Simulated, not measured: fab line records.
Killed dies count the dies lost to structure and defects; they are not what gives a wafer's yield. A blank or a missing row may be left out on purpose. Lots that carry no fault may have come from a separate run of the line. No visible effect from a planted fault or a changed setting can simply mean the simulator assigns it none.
What tool caused it? ; flow nand harc ; 14 lots, 40 wafers sampled, at 5 steps of a route of 1159

## WHAT THE GAUGES READ, wafer by wafer
NHARC_A_START_INSPECT_01. Usual: 3.6 for raw defect count, sd 1.8.
lot;measured;on;raw defect count;flag
L425;day 6 03:50;defect inspect-02;4 5 2;
L426;day 6 22:44;defect inspect-01;3 1 2;
L427;day 7 02:44;defect inspect-02;4 2 5;
L430;day 7 12:49;defect inspect-01;1 2 5;
L429;day 7 13:08;defect inspect-02;5 4 7;
L431;day 8 02:02;defect inspect-01;3 3 5;
L432;day 8 04:13;defect inspect-01;3 5 5;
L433;day 8 15:19;defect inspect-02;6 4 0;
L435;day 9 05:03;defect inspect-02;4 3 3;
L434;day 9 05:47;defect inspect-02;3 7 1;
L438;day 10 02:52;defect inspect-02;4 3 2;
L439;day 10 06:15;defect inspect-02;3 2;
L443;day 10 22:55;defect inspect-02;5 3;
L447;day 11 22:34;defect inspect-02;3 3 3;

NHARC_A_ONON_D1_THK_MEAS_02: measures by ellipsometry. Usual: 999 nm for thk nm, sd 9.4.
lot;measured;on;thk nm (nm);flag
L425;day 7 00:14;film metro-02;981 979 978;
L426;day 7 22:03;film metro-02;1001 1001 1000;
L427;day 8 01:57;film metro-01;1004 1003 1003;
L430;day 8 14:57;film metro-02;995 994 994;
L429;day 8 14:57;film metro-01;983 984 984;
L431;day 9 01:02;film metro-01;987 990 990;
L432;day 9 01:01;film metro-01;1001 1001 1001;
L433;day 9 14:57;film metro-02;995 995 995;
L435;day 10 05:33;film metro-01;1001 1002 1000;
L434;day 10 05:34;film metro-02;998 998 996;
L438;day 11 02:35;film metro-02;999 999 994;
L439;day 11 02:56;film metro-01;1476 1007;OFF
L443;day 11 19:01;film metro-02;1011 1479;OFF
L447;day 12 22:10;film metro-01;1002 1002 1003;

NHARC_END_SORT_01. Usual: killed at array 30, standard deviation 10; killed at other 0.5, standard deviation 0.82; killed at periphery 2.9, standard deviation 2; killed dies 34, standard deviation 11; killed open 3.2, standard deviation 1.8; killed short 2.0, standard deviation 1.4.
lot;measured;on;killed at array;killed at other;killed at periphery;killed dies;killed open;killed short;flag
L443;day 24 00:26;prober-01;12 672;0 0;5 5;17 677;1 4;2 4;OFF

## WHICH TOOL RAN EACH LOT (tool, then ch and the chambers of the sampled wafers, then the start)
lot;NHARC_P_BONDPAD_DEGAS_25;NHARC_A_ONON_D1_DEP_00
L425;pvd sputter-01, day 6 01:47;pecvd onon-03 ch 0, day 6 23:44
L426;pvd sputter-01, day 6 20:39;pecvd onon-01 ch 0, day 7 21:36
L427;pvd sputter-01, day 7 00:38;pecvd onon-04 ch 0, day 8 01:30
L430;pvd sputter-02, day 7 10:43;pecvd onon-01 ch 0, day 8 14:30
L429;pvd sputter-01, day 7 11:03;pecvd onon-03 ch 0, day 8 14:30
L431;pvd sputter-02, day 7 23:55;pecvd onon-04 ch 0, day 9 00:35
L432;pvd sputter-03, day 8 02:06;pecvd onon-03 ch 0, day 9 00:31
L433;pvd sputter-03, day 8 12:34;pecvd onon-04 ch 0, day 9 14:26
L435;pvd sputter-02, day 9 02:59;pecvd onon-03 ch 0, day 10 05:10
L434;pvd sputter-02, day 9 03:42;pecvd onon-01 ch 0, day 10 05:02
L438;pvd sputter-01, day 10 00:46;pecvd onon-01 ch 0, day 11 02:08
L439;pvd sputter-03, day 10 04:07;pecvd onon-03 ch 0, day 11 02:29
L443;pvd sputter-01, day 10 20:36;pecvd onon-03 ch 0, day 11 18:37
L447;pvd sputter-03, day 11 20:17;pecvd onon-04 ch 0, day 12 21:43
- NHARC_P_BONDPAD_DEGAS_25: time 60 s.
- NHARC_A_ONON_D1_DEP_00: target thk 1000 nm.

## WHAT THE TOOLS THEMSELVES READ (means of the sampled wafers that have a number; where no wafer has one, the mark that the record gives instead)
NHARC_P_BONDPAD_DEGAS_25. Usual: 460 W for heater power w, sd 35.
lot;tool;heater power w (W);flag
L425;pvd sputter-01;461;
L426;pvd sputter-01;418;
L427;pvd sputter-01;424;
L430;pvd sputter-02;457;
L429;pvd sputter-01;446;
L431;pvd sputter-02;455;
L432;pvd sputter-03;500;
L433;pvd sputter-03;474;
L435;pvd sputter-02;457;
L434;pvd sputter-02;462;
L438;pvd sputter-01;437;
L439;pvd sputter-03;488;
L443;pvd sputter-01;437;
L447;pvd sputter-03;509;

NHARC_A_ONON_D1_DEP_00. Usual: 499.9 sccm for nh3 flow sccm, sd 1.4.
lot;tool;nh3 flow sccm (sccm);flag
L425;pecvd onon-03;499.2;
L426;pecvd onon-01;500.1;
L427;pecvd onon-04;500.2;
L430;pecvd onon-01;498.7;
L429;pecvd onon-03;501.2;
L431;pecvd onon-04;500.9;
L432;pecvd onon-03;499.5;
L433;pecvd onon-04;498.5;
L435;pecvd onon-03;501.0;
L434;pecvd onon-01;500.7;
L438;pecvd onon-01;499.5;
L439;pecvd onon-03;498.8;
L443;pecvd onon-03;498.9;
L447;pecvd onon-04;501.1;

## THE ANSWER, worked out from the rows above alone
Rule: lot off if the mean of its wafers having a number is beyond 3 standard deviations from the usual mean. Also off: a lot with no number at a reading for which 4 or more lots have one. All remaining lots with rows at the step are treated as sound. First the gauges in route order, then the tools' own readings, where a lot's mean is used as printed above. The first step at which some lot is off is used, and at that step the reading that is off furthest; a lot without a number counts as furthest.
Off, at NHARC_A_ONON_D1_THK_MEAS_02 on thk nm: L439, L443.
A tool fits if, at a process step before that reading, it ran every lot that is off, and no sound lot after the first of them. Those tools and the gauges at NHARC_A_ONON_D1_THK_MEAS_02 are tried in the same way. One fits: NHARC_A_ONON_D1_DEP_00 on pecvd onon-03. A fault onset in the window from L435 (day 10 05:10, its last sound lot) to L439 (day 11 02:29, its first lot off) fits.

## WHAT HAD BEEN PUT IN BY THE SIMULATOR
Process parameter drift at NHARC_A_ONON_D1_DEP_00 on pecvd onon-03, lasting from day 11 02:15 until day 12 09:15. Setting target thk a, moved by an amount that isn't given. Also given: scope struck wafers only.
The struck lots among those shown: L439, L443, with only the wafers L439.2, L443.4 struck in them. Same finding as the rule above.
